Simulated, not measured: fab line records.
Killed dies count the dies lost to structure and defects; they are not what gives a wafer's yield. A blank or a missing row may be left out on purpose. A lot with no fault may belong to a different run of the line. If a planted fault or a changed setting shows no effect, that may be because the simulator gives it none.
Lot-split experiment ; flow n5_finfet ; 21 wafers read from 7 lots, route of 1938 steps

== ABOUT THE SPLIT ==
At N5_BEOL_M8_EXPOSE_08 (exposes mask M8), the setting dose_mj was moved away from the recipe's 68.25 on 9 of the 21 wafers read, by -3.5% to +2.4%. This setting was run at the recipe's value on the other wafers.

== FROM THE SPLIT TO THE READING: what the file shows between them, 2 steps ==
- N5_BEOL_M8_PEB_09: peb time 60 s
- N5_BEOL_M8_DEVELOP_10: develop time 30 s

== THE READING ==
Shown in nm: cd_nm at N5_BEOL_M8_CD_MEAS_11, with target cd 38.5 nm. Typical for fault-free wafers on this fab line: 38.6 nm, with standard deviation 0.58 nm.

wafer;tool, chamber at the split;dose_mj as run;against the recipe;cd_nm, nm;against lot-mates on the recipe
L077.1;arfi_scanner-03, 0;69.9;+2.4%;40.4;+2.0
L077.2;arfi_scanner-03, 0;69.9;+2.4%;40.1;+1.7
L077.5;arfi_scanner-03, 0;68.25;recipe;38.4;-
L078.1;arfi_scanner-03, 0;66.6;-2.4%;37.1;no lot-mate on the recipe
L078.5;arfi_scanner-03, 0;66.6;-2.4%;37.5;no lot-mate on the recipe
L078.6;arfi_scanner-03, 0;66.6;-2.4%;36.8;no lot-mate on the recipe
L081.3;arfi_scanner-02, 0;68.25;recipe;39.0;-
L081.4;arfi_scanner-02, 0;68.25;recipe;39.6;-
L081.5;arfi_scanner-02, 0;68.25;recipe;38.9;-
L083.1;arfi_scanner-02, 0;68.25;recipe;38.4;-
L083.3;arfi_scanner-02, 0;66.69;-2.3%;38.1;-0.3
L083.4;arfi_scanner-02, 0;66.69;-2.3%;37.6;-0.8
L087.2;arfi_scanner-02, 0;68.25;recipe;38.2;-
L087.3;arfi_scanner-02, 0;68.25;recipe;38.5;-
L087.4;arfi_scanner-02, 0;66.08;-3.2%;36.6;-1.8
L091.3;arfi_scanner-03, 0;68.25;recipe;39.5;-
L091.4;arfi_scanner-03, 0;65.89;-3.5%;37.7;-1.7
L091.6;arfi_scanner-03, 0;68.25;recipe;39.3;-
L096.2;arfi_scanner-03, 0;68.25;recipe;38.8;-
L096.3;arfi_scanner-03, 0;68.25;recipe;38.1;-
L096.5;arfi_scanner-03, 0;68.25;recipe;38.1;-

FIT RESULTS
A straight line over all 21 wafers: cd_nm changes by +0.548 nm for each +1% of dose_mj; r = +0.87; the points scatter about the line by 0.51 nm.
The same after taking each lot's own level away (the mean of its wafers on the recipe; 18 wafers): +0.539 nm for each +1%; r = +0.93; scatter 0.36 nm.
The reading moves by 1.9 nm for the largest change in dose_mj, on that fit.
The lots' own levels span 38.33 to 39.40 nm, that is 1.8 times the standard deviation above.
Hence the lot-to-lot level has little effect on the slope; both slopes agree.
Check: -1.73 nm against its lot-mates is what the line predicts for one of the wafers moved furthest among these (-3.5%) when that wafer is left out of the fit. Against them it came out at -1.7 nm.

== FURTHER SPLITS ON THESE WAFERS ==
Note: prior to the reading, these wafers also went through further splits. Each is held against what the fit with the lots' levels taken away leaves over:
other split on the same wafers;wafers away from the commonest value;r with cd_nm (lot level and that fit taken away)
N5_BEOL_M7_ILD_DEP_00 time_s;7;-0.19
N5_BEOL_M7_EXPOSE_08 dose_mj;4;+0.18
N5_BEOL_M8_PECVD_70 time_s;7;+0.08

== FILE'S OWN FIT ==
cd_nm changes by +0.516 nm for each +1% of dose_mj, r = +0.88.
